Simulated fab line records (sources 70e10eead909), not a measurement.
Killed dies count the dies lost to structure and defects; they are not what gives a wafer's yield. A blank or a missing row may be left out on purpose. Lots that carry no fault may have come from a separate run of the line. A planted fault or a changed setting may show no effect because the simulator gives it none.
A struck lot beside a sound one / flow nand-harc / 15 steps out of a route of 1302
Sound: wafers L643.4, L643.5, L643.6. Wafers struck: L649.2, L649.5, L649.6. At the end, the cause is stated.
Each step with rows lists, per side, the tool, then ch with its chambers, then its first start. Under that, the readings that differ: sound wafers / struck wafers / difference of the means / sigmas: that difference in standard deviations of wafers without a fault.
alike: same words and numbers on both sides, and readings whose means sit less than 2 such deviations apart. not compared: any withheld reading, any reading some wafer has no value for, any bound like >300 that may hide the same value, and any number with overlapping values for which the record gives no deviation.
A row with sigmas, a row that says differs or no value, or rows on one side alone: a step with any of these is where the two part. When numbers do not overlap yet have no deviation, they are printed without sigmas and do not part them. Lack of a reading on every wafer of one side parts them only where that side has two or more wafers.

NHARC_A_CHANNEL_HOLE_D2_XSEM_32:
  sound on xsem-02 ch 0, day 15 09:13; struck on xsem-01 ch 0, day 18 00:45
  alike: bot-cd-nm, bow-nm, tilt-deg
NHARC_A_CHANNEL_HOLE_D2_INSPECT_40:
  sound: defect-inspect-01 at day 15 09:18; struck: defect-inspect-01 at day 18 00:52
  alike: raw-defect-count
then, 4 steps without rows for these wafers: NHARC_A_CHANNEL_FILL_D2_PRECLEAN_00 (cleans in SC1); NHARC_A_CHANNEL_FILL_D2_SRD_01; NHARC_A_CHANNEL_FILL_D2_ALD_02 (deposits SiO2, target thk 6 nm, pulse time 10 s, ald cycles 60); NHARC_A_CHANNEL_FILL_D2_ALD_03 (deposits SiNx, target thk 6 nm, pulse time 60 s, ald cycles 58).
NHARC_A_CHANNEL_FILL_D2_ALD_14: deposits SiO2, target thk 2.5 nm, pulse time 10 s, ald cycles 25.
  sound on ald-hk-04 ch 0,2,3, day 15 14:50; struck on ald-hk-01 ch 0,1,3, day 18 08:07
  alike: heater-power-w, precursor-pulse-height-rel
  not compared: since-wet-clean-h
NHARC_A_CHANNEL_FILL_D2_ALD_15: deposits SiNx, target thk 2 nm, pulse time 60 s, ald cycles 19.
  sound on ald-sin-batch-02 ch 0; struck on ald-sin-batch-02 ch 0
  alike: precursor-pulse-height-rel
NHARC_A_CHANNEL_FILL_D2_ALD_16: deposits SiO2, target thk 1.5 nm, pulse time 10 s, ald cycles 15.
  sound on ald-hk-01 ch 0,1,2, day 15 19:49; struck on ald-hk-02 ch 1,2,3, day 18 14:17
  alike: heater-power-w, precursor-pulse-height-rel
  not compared: since-wet-clean-h
then, 2 steps without rows for these wafers: NHARC_A_CHANNEL_FILL_D2_ANNEAL_17 (time 1800 s); NHARC_A_CHANNEL_FILL_D2_CVD_18 (deposits poly-Si, target thk 3 nm).
NHARC_A_CHANNEL_FILL_D2_ETCHBACK_19: etches the open film in HBr/Cl2, target depth 5 nm, time 1.7 s.
  sound on rie-si-03 ch 0,1, day 16 07:14; struck on rie-si-02 ch 0,1,2, day 19 02:41
  alike: drypump-motor-current-A, oes-product-au, rf-fwd-power-W, throttle-valve-pct
  not compared: rf-hours-counter-h
NHARC_A_CHANNEL_FILL_D2_ETCHBACK_20: etches the open film in C4F8/O2/Ar, target depth 27 nm, time 13.5 s.
  sound on rie-diel-09 ch 0,3, day 16 07:22; struck on rie-diel-10 ch 0,2,3, day 19 02:49
reading=oes-product-au (a.u.); sound=1.007 1.008 0.999; struck=0.916 0.909 0.903; difference=-0.095; sigmas=-5
reading=rf-fwd-power-W (W); sound=589 588 585; struck=489 499 490; difference=-95; sigmas=-31
  alike: rf-vpp-V
  not compared: rf-hours-counter-h
then, 2 steps without rows for these wafers: NHARC_A_CHANNEL_FILL_D2_STRIP_28 (strips in O2, time 20 s); NHARC_END_SORT_01.

## WHERE THEY PART
Within this record, at NHARC_A_CHANNEL_FILL_D2_ETCHBACK_20 only.

WHY: whatever the simulator had introduced
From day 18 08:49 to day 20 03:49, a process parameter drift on rie-diel-10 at NHARC_A_CHANNEL_FILL_D2_ETCHBACK_20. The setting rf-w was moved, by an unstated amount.
